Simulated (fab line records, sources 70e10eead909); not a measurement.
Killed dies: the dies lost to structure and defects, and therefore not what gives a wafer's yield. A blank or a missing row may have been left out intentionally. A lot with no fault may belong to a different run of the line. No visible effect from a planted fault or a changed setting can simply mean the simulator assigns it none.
The tool behind it: which one? -- flow nand-harc -- 33 wafers from 11 lots sampled at 5 of the route's 1159 steps

== WHAT THE GAUGES SHOWED, per wafer ==
NHARC_A_CONTACT_OVL_MEAS_09.
lot,measured,on,overlay-x-nm (nm)
L076,day 17 00:52,overlay-01,0.4 -0.1 -0.5
L079,day 17 13:53,overlay-01,-0.2 0.0 -0.3
L080,day 17 20:58,overlay-01,2.4 2.3 1.9
L081,day 18 12:05,overlay-02,-0.5 -0.2 -0.8
L082,day 19 01:01,overlay-01,1.1 0.7 1.2
L086,day 20 04:55,overlay-02,-0.6 -0.6 -0.6
L091,day 20 23:41,overlay-01,-2.0 -1.8 -1.2
L089,day 21 03:43,overlay-02,-1.7 -1.8 -1.8
L093,day 21 10:28,overlay-01,0.3 0.5 0.3
L096,day 21 17:52,overlay-02,0.6 0.2 0.5
L095,day 21 22:26,overlay-02,-0.3 -0.2 -0.6

== WHICH TOOL RAN EACH LOT (tool, then ch and the chambers of the sampled wafers, then the start) ==
lot,NHARC_A_WL_FILL_CMP_12,NHARC_A_CONTACT_DEP_29,NHARC_A_CONTACT_ETCH_49,NHARC_A_CONTACT_ETCH_130
L076,"cmp-04 ch 1,2, day 16 06:04","pecvd-04 ch 0,2, day 16 10:32","rie-diel-01 ch 0,2,3, day 16 20:29 or earlier","har-cap-etch-03 ch 0,1, day 16 20:29"
L079,"cmp-02 ch 2,3, day 16 19:16","pecvd-02 ch 0,2, day 16 22:46","rie-diel-11 ch 0,1,2, day 17 09:13 or earlier","har-cap-etch-03 ch 0, day 17 09:13"
L080,"cmp-03 ch 1,2,3, day 16 23:40","pecvd-02 ch 0,2, day 17 03:50","rie-diel-11 ch 0,1, day 17 14:45 or earlier","har-cap-etch-03 ch 0,1, day 17 14:45"
L081,"cmp-03 ch 2,3, day 17 17:45","pecvd-04 ch 0,2, day 17 21:36","rie-diel-12 ch 2,3, day 18 07:49 or earlier","har-cap-etch-01 ch 0,1, day 18 07:49"
L082,"cmp-03 ch 0,1,3, day 18 06:43","pecvd-02 ch 1,2, day 18 10:05","rie-diel-12 ch 0,2, day 18 20:05 or earlier","har-cap-etch-03 ch 0,1, day 18 20:05"
L086,"cmp-02 ch 1,3, day 19 09:41","pecvd-01 ch 1,2, day 19 13:05","rie-diel-12 ch 0,2,3, day 20 00:20 or earlier","har-cap-etch-02 ch 1, day 20 00:20"
L091,"cmp-04 ch 1,2, day 19 22:53","pecvd-02 ch 0,1, day 20 02:26","rie-diel-01 ch 0,1, day 20 15:35 or earlier","har-cap-etch-02 ch 0,1, day 20 15:35"
L089,"cmp-04 ch 1,2,3, day 20 04:11","pecvd-02 ch 0,2, day 20 08:21","rie-diel-11 ch 1,2, day 20 20:27 or earlier","har-cap-etch-03 ch 0, day 20 20:27"
L093,"cmp-04 ch 1,2,3, day 20 08:26","pecvd-02 ch 1,2, day 20 13:20","rie-diel-12 ch 0,1,3, day 21 02:15 or earlier","har-cap-etch-03 ch 0,1, day 21 02:15"
L096,"cmp-02 ch 0,1,2, day 20 14:56","pecvd-04 ch 0,1,2, day 20 19:37","rie-diel-01 ch 1,2,3, day 21 13:18 or earlier","har-cap-etch-02 ch 0,1, day 21 13:18"
L095,"cmp-03 ch 0,2,3, day 20 19:43","pecvd-04 ch 0,1, day 21 02:34","rie-diel-01 ch 1,3, day 21 16:55 or earlier","har-cap-etch-01 ch 0,1, day 21 16:55"
- NHARC_A_WL_FILL_CMP_12: polishes, t overpolish 30 s, target thk 75 nm.
- NHARC_A_CONTACT_DEP_29: deposits SiON, target thk 70 nm.
- NHARC_A_CONTACT_ETCH_49: etches the open film in N2/H2, target depth 260 nm, time 475.3 s.
- NHARC_A_CONTACT_ETCH_130: etches the open film in C4F8/O2/Ar, time 155 s, target depth 956 nm.

== THE ANSWER, worked out from the rows above alone ==
Rule: usual is defined by the lots themselves. The widest of any qualifying gaps counts: lots, ordered by their means at a reading, are off when they make up no more than a third of the lots, leave a main group of 4 or more, and stand apart from it by 3 or more times the standard deviation of that group's means. If all means in a main group match to the digits the tables above print for the reading, that group is not used. A lot without any number at a reading at which 4 lots or more have one is off too. All remaining lots with rows at the step are treated as sound.
No lot is off at any reading shown: from this, nothing can be told.

== WHAT THE SIMULATOR HAD PUT IN ==
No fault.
